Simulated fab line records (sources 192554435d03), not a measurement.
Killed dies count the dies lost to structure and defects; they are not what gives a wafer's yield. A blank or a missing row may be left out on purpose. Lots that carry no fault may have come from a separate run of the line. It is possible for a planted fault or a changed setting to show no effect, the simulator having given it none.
Split-lot study :: flow n5 finfet :: 21 wafers read across 7 lots, on a route 1938 steps long

THE SPLIT
At N5_BEOL_M4_ILD_DEP_00 (deposits SiOC from DEMS/O2, target thk 79 nm, time 15.3 s), the setting time s was moved away from the recipe's 15.3 s on 6 of the 21 wafers read, by -8.5% to +7.1%. The other wafers ran this setting at the recipe's value.

The file shows no step between the split and the reading.

THE READING
At N5_BEOL_M4_THK_MEAS_01: M4_ILD_THK, given in nm. On this fab line, fault-free wafers typically give 79.2 nm with a standard deviation of 0.89 nm.

wafer: L075.4
tool, chamber at the split: pecvd-02, 2
time s as run, s: 14
against the recipe: -8.5%
M4_ILD_THK, nm: 74.0
against lot-mates on the recipe: -5.7

wafer: L075.5
tool, chamber at the split: pecvd-02, 1
time s as run, s: 15.3
against the recipe: recipe
M4_ILD_THK, nm: 79.9
against lot-mates on the recipe: -

wafer: L075.6
tool, chamber at the split: pecvd-02, 0
time s as run, s: 15.3
against the recipe: recipe
M4_ILD_THK, nm: 79.5
against lot-mates on the recipe: -

wafer: L077.1
tool, chamber at the split: pecvd-01, 1,2
time s as run, s: 15.3
against the recipe: recipe
M4_ILD_THK, nm: 78.5
against lot-mates on the recipe: -

wafer: L077.2
tool, chamber at the split: pecvd-01, 1,2
time s as run, s: 15.3
against the recipe: recipe
M4_ILD_THK, nm: 78.7
against lot-mates on the recipe: -

wafer: L077.5
tool, chamber at the split: pecvd-01, 2
time s as run, s: 15.3
against the recipe: recipe
M4_ILD_THK, nm: 79.5
against lot-mates on the recipe: -

wafer: L076.1
tool, chamber at the split: pecvd-01, 2
time s as run, s: 15.3
against the recipe: recipe
M4_ILD_THK, nm: 78.4
against lot-mates on the recipe: -

wafer: L076.3
tool, chamber at the split: pecvd-01, 0
time s as run, s: 15.3
against the recipe: recipe
M4_ILD_THK, nm: 77.6
against lot-mates on the recipe: -

wafer: L076.6
tool, chamber at the split: pecvd-01, 2
time s as run, s: 15.3
against the recipe: recipe
M4_ILD_THK, nm: 79.5
against lot-mates on the recipe: -

wafer: L078.1
tool, chamber at the split: pecvd-01, 1
time s as run, s: 15.3
against the recipe: recipe
M4_ILD_THK, nm: 79.0
against lot-mates on the recipe: -

wafer: L078.4
tool, chamber at the split: pecvd-01, 1
time s as run, s: 15.3
against the recipe: recipe
M4_ILD_THK, nm: 79.9
against lot-mates on the recipe: -

wafer: L078.5
tool, chamber at the split: pecvd-01, 0
time s as run, s: 15.3
against the recipe: recipe
M4_ILD_THK, nm: 79.7
against lot-mates on the recipe: -

wafer: L092.3
tool, chamber at the split: pecvd-01, 0
time s as run, s: 16.09
against the recipe: +5.2%
M4_ILD_THK, nm: 82.4
against lot-mates on the recipe: +2.8

wafer: L092.4
tool, chamber at the split: pecvd-01, 2
time s as run, s: 16.09
against the recipe: +5.2%
M4_ILD_THK, nm: 83.8
against lot-mates on the recipe: +4.2

wafer: L092.5
tool, chamber at the split: pecvd-01, 0
time s as run, s: 15.3
against the recipe: recipe
M4_ILD_THK, nm: 79.6
against lot-mates on the recipe: -

wafer: L095.3
tool, chamber at the split: pecvd-01, 2
time s as run, s: 15.3
against the recipe: recipe
M4_ILD_THK, nm: 80.4
against lot-mates on the recipe: -

wafer: L095.4
tool, chamber at the split: pecvd-01, 1
time s as run, s: 15.3
against the recipe: recipe
M4_ILD_THK, nm: 81.0
against lot-mates on the recipe: -

wafer: L095.5
tool, chamber at the split: pecvd-01, 1
time s as run, s: 16.38
against the recipe: +7.1%
M4_ILD_THK, nm: 85.8
against lot-mates on the recipe: +5.1

wafer: L096.1
tool, chamber at the split: pecvd-04, 2
time s as run, s: 15.3
against the recipe: recipe
M4_ILD_THK, nm: 79.3
against lot-mates on the recipe: -

wafer: L096.2
tool, chamber at the split: pecvd-04, 1
time s as run, s: 16.27
against the recipe: +6.3%
M4_ILD_THK, nm: 85.3
against lot-mates on the recipe: +6.0

wafer: L096.4
tool, chamber at the split: pecvd-04, 0
time s as run, s: 16.27
against the recipe: +6.3%
M4_ILD_THK, nm: 85.0
against lot-mates on the recipe: +5.7
When a row names more than one chamber, that row covers several wafers, and the file does not tell which wafer ran in which chamber.

THE FIT
A straight line over all 21 wafers: M4_ILD_THK changes by +0.78 nm for each +1% of time s; r = +0.95; the points scatter about the line by 0.87 nm.
The same after taking each lot's own level away (the mean of its wafers on the recipe; 21 wafers): +0.754 nm for each +1%; r = +0.97; scatter 0.61 nm.
Per that fit: largest time s move, reading shift of 6.4 nm.
Across the lots, their own levels run from 78.50 to 80.70 nm, a range of 2.5 times the standard deviation given above.
Hence the lot-to-lot level has little effect on the slope; both slopes agree.
Check: for one of the wafers moved furthest among these (-8.5%), held out of the fit, the line's prediction against its lot-mates is -6.8 nm. Against them it came out at -5.7 nm.

OTHER SPLITS APPLIED TO THESE WAFERS
Before the reading, these wafers also passed through other splits. Each is held against what the fit with the lots' levels taken away leaves over:
other split on the same wafers: N5_MOL_CONTACT_COAG_COAT_76 spin rpm
wafers away from the commonest value: 5
r with M4_ILD_THK (lot level and that fit taken away): +0.02

other split on the same wafers: N5_BEOL_M0_CUTY_EXPOSE_54 dose mj
wafers away from the commonest value: 4
r with M4_ILD_THK (lot level and that fit taken away): +0.13

other split on the same wafers: N5_BEOL_M0_ETCH_128 source w
wafers away from the commonest value: 7
r with M4_ILD_THK (lot level and that fit taken away): +0.18

other split on the same wafers: N5_BEOL_M0_TRENCH_ETCH_107 target depth a
wafers away from the commonest value: 4
r with M4_ILD_THK (lot level and that fit taken away): -0.01

other split on the same wafers: N5_BEOL_M2_DESCUM_33 time s
wafers away from the commonest value: 3
r with M4_ILD_THK (lot level and that fit taken away): +0.04

other split on the same wafers: N5_BEOL_M3_DEP_57 time s
wafers away from the commonest value: 7
r with M4_ILD_THK (lot level and that fit taken away): +0.40

THE WHOLE CHAIN: every reading that the file lists as answering this split, in the file's order
step: N5_BEOL_M4_ILD_DEP_00
what it does: deposits SiOC from DEMS/O2, target thk 79 nm, time 15.3 s
reading: SiOC_of_BEOL_M4_ILD_DEP_00.thk nm (the simulator's own value, which no gauge read)
change (the file's fit): +0.734 nm for each +1% of the setting
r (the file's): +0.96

step: N5_BEOL_M4_THK_MEAS_01
what it does: 
reading: M4_ILD_THK
change (the file's fit): +0.739 for each +1% of the setting
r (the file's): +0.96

THE FILE'S OWN FIT
M4_ILD_THK changes by +0.739 nm for each +1% of time s, r = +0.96.
